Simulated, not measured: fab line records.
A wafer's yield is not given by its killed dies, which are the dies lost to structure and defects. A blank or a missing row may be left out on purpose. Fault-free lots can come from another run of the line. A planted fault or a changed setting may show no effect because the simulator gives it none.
Split-lot trial + flow n5 finfet + 7 lots, 21 wafers read, on a route of 1938 steps

== ABOUT THE SPLIT ==
At N5_BEOL_M4_ETCH_70 (etches SOC in N2/H2, target depth 80 nm, overetch 24 nm, time 130 s), the setting source w was moved away from the recipe's 840 W on 9 of the 21 wafers read, by -16.9% to +7.9%. This setting was run at the recipe's value on the other wafers.

The reading is taken at the split's own step.

== THE READING ==
rf vpp V, in V, at N5_BEOL_M4_ETCH_70 (etches SOC in N2/H2, target depth 80 nm, overetch 24 nm, time 130 s). Typical for fault-free wafers on this fab line: 524.1 V, with standard deviation 2.4 V.

| wafer  | tool, chamber at the split | source w as run, W | against the recipe | rf vpp V, V | against lot-mates on the recipe |
|--------|----------------------------|--------------------|--------------------|-------------|---------------------------------|
| L076.3 | rie diel-05, 3             | 697.7              | -16.9%             | 555.5       | +27.1                           |
| L076.4 | rie diel-05, 0             | 840                | recipe             | 528.4       | -                               |
| L076.6 | rie diel-05, 2             | 697.7              | -16.9%             | 558.4       | +30.0                           |
| L081.1 | rie diel-05, 3             | 840                | recipe             | 524.4       | -                               |
| L081.2 | rie diel-05, 2             | 840                | recipe             | 528.0       | -                               |
| L081.4 | rie diel-05, 1             | 840                | recipe             | 523.5       | -                               |
| L080.1 | rie diel-05, 3             | 772.2              | -8.1%              | 539.3       | +15.3                           |
| L080.3 | rie diel-05, 2             | 840                | recipe             | 524.0       | -                               |
| L080.5 | rie diel-05, 2             | 772.2              | -8.1%              | 541.2       | +17.2                           |
| L084.2 | rie diel-05, 2             | 840                | recipe             | 526.3       | -                               |
| L084.3 | rie diel-05, 3             | 787.8              | -6.2%              | 534.3       | +8.0                            |
| L084.4 | rie diel-05, 0             | 787.8              | -6.2%              | 538.8       | +12.5                           |
| L085.1 | rie diel-03, 0             | 906.6              | +7.9%              | 515.5       | -6.2                            |
| L085.2 | rie diel-03, 2             | 840                | recipe             | 521.7       | -                               |
| L085.4 | rie diel-03, 1             | 906.6              | +7.9%              | 510.3       | -11.4                           |
| L093.2 | rie diel-05, 1             | 840                | recipe             | 521.4       | -                               |
| L093.3 | rie diel-05, 0             | 840                | recipe             | 527.1       | -                               |
| L093.5 | rie diel-05, 3             | 840                | recipe             | 524.4       | -                               |
| L095.1 | rie diel-05, 2             | 840                | recipe             | 526.1       | -                               |
| L095.2 | rie diel-05, 3             | 722.9              | -13.9%             | 549.9       | +24.0                           |
| L095.5 | rie diel-05, 2             | 840                | recipe             | 525.6       | -                               |

THE FIT
A straight line over all 21 wafers: rf vpp V changes by -1.8 V for each +1% of source w; r = -0.98; the points scatter about the line by 2.2 V.
The same after taking each lot's own level away (the mean of its wafers on the recipe; 21 wafers): -1.61 V for each +1%; r = -0.98; scatter 2.3 V.
According to that fit, moving source w by its largest amount changes the reading by 27 V.
The span of the lots' own levels, 521.70 to 528.40 V, comes to 2.8 times the standard deviation stated above.
Hence the slope depends on the lot-to-lot level, as the two fits are not the same.
Check: for one of the wafers moved furthest among these (-16.9%), held out of the fit, the line's prediction against its lot-mates is +28.6 V. It came out at +27.1 V against them.
Tool readings at the split's step, against how far the setting was moved: rf vpp V r = -0.98.

== ADDITIONAL SPLITS CARRIED BY THESE WAFERS ==
Before the reading, these wafers also passed through other splits. Each is held against what the fit with the lots' levels taken away leaves over:
| other split on the same wafers     | wafers away from the commonest value | r with rf vpp V (lot level and that fit taken away) |
|------------------------------------|--------------------------------------|-----------------------------------------------------|
| N5_BEOL_M2_TRENCH_ETCH_37 time s   | 8                                    | +0.17                                               |
| N5_BEOL_M3_COAT_62 spin rpm        | 10                                   | -0.08                                               |
| N5_BEOL_M3_COAT_05 spin rpm        | 7                                    | -0.25                                               |
| N5_BEOL_M3_TRENCH_ETCH_37 source w | 5                                    | -0.12                                               |

== THE FILE'S OWN FIT ==
rf vpp V changes by -1.67 V for each +1% of source w, r = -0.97.
